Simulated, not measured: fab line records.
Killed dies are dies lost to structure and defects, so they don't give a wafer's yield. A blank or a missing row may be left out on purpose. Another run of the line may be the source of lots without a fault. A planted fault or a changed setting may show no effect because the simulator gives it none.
A single fault, viewed from 3 desks / flow n5-finfet / numbers are kept per desk, each desk with only its own; the story behind them comes last

## FOR THE TOOL OWNER'S DESK: litho-track-01
The tool's own readings at N5_BEOL_M4_COAT_68 (time 60 s, resist thk 12 nm): means of the sampled wafers that have a number, for each lot that ran on this tool. If a lot's mean is further than 4 standard deviations from the usual mean, the lot is out of limits and carries the mark OUT (the distance appears in the brackets).
Columns: A = spin-speed-rpm at N5_BEOL_M4_COAT_68, usual 1500.0 rpm
lot=L336; first seen here=day 8 00:35; A=1500.3
lot=L337; first seen here=day 8 12:04; A=1500.0
lot=L344; first seen here=day 10 10:44; A=1685.5 (+99 or more) OUT
lot=L346; first seen here=day 10 16:39; A=1684.7 (+99 or more) OUT
Finding of this desk: L344, L346 out of limits; the first was L344 at day 10 10:44, on spin-speed-rpm at N5_BEOL_M4_COAT_68. In limits: L336, L337.

## FROM THE METROLOGY DESK
What the gauges read, lot by lot, whatever tool the lot ran on: means of the sampled wafers that have a number. If a lot's mean is further than 4 standard deviations from the usual mean, the lot is out of limits and carries the mark OUT (the distance appears in the brackets). 7 of its 10 readings are shown, namely those furthest out on some lot.
Columns: A = DIBL_N at N5_BEOL_M4_RC_MEAS_101, usual 36.4 mV/V; B = DIBL_P at N5_BEOL_M4_RC_MEAS_101, usual 36.1 mV/V; C = IOFF_N at N5_BEOL_M4_RC_MEAS_101, usual 0.156 nA/um; D = IOFF_P at N5_BEOL_M4_RC_MEAS_101, usual 0.21 nA/um; E = SS_N at N5_BEOL_M4_RC_MEAS_101, usual 71.5 mV/dec; F = VT_N at N5_BEOL_M4_RC_MEAS_101, usual 250.0 mV; G = VT_P at N5_BEOL_M4_RC_MEAS_101, usual -250 mV
lot=L336; first seen here=day 8 06:26; A=36.3; B=37.4; C=0.171; D=0.21; E=71.5; F=247.6; G=-253
lot=L337; first seen here=day 8 21:00; A=36.4; B=38.4; C=0.182; D=0.24; E=71.8; F=247.3; G=-249
lot=L341; first seen here=day 9 11:13; A=37.7; B=37.9; C=0.173; D=0.21; E=71.8; F=248.8; G=-249
lot=L344; first seen here=day 10 16:43; A=39.3; B=39.2; C=0.201; D=0.27; E=72.3; F=245.3; G=-246
lot=L346; first seen here=day 11 02:11; A=37.1; B=36.0; C=0.145; D=0.17; E=71.8; F=250.7; G=-259
lot=L352; first seen here=day 12 12:56; A=37.3; B=36.2; C=0.170; D=0.24; E=71.5; F=248.3; G=-247
lot=L355; first seen here=day 14 02:38; A=36.5; B=36.7; C=0.162; D=0.21; E=71.5; F=249.9; G=-252
lot=L356; first seen here=day 14 02:44; A=35.3; B=35.0; C=0.146; D=0.18; E=71.6; F=249.4; G=-254
This desk's verdict: no lot among the 8 shows anything out of limits.

## THE DEFECT DESK
Counts from the inspections along the route, per lot, as means over the sampled wafers that have a number. If a lot's mean is further than 4 standard deviations from the usual mean, the lot is out of limits and carries the mark OUT (the distance appears in the brackets).
Columns: A = raw-defect-count at N5_BEOL_M4_INSPECT_30, usual 392
lot=L336; first seen here=day 8 00:57; A=345
lot=L337; first seen here=day 8 12:51; A=312
lot=L341; first seen here=day 9 04:26; A=494
lot=L344; first seen here=day 10 11:06; A=305
lot=L346; first seen here=day 10 17:09; A=475
lot=L352; first seen here=day 12 06:31; A=431
lot=L355; first seen here=day 13 18:50; A=390
lot=L356; first seen here=day 13 19:16; A=323
This desk's verdict: no lot among the 8 shows anything out of limits.

## BROUGHT TOGETHER
The tool owner's desk had the chance to raise an alarm at day 10 10:44 on L344, L346.
From the metrology desk's view, nothing was out of limits.
Nothing the defect desk looked at was out of limits.
The metrology desk holds a record of L344, L346, inside its limits.
The defect desk has L344, L346 on record, within its limits.
Of the lots named, all ran N5_BEOL_M4_COAT_68 on litho-track-01.

## WHAT HAD BEEN PUT IN BY THE SIMULATOR
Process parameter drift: litho-track-01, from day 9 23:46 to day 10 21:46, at N5_BEOL_M4_COAT_68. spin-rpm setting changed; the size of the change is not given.
Shown lots that were struck: L344, L346.
Time in hours from fault onset to the first out-of-limits reading at each desk: the tool owner's desk, 11.
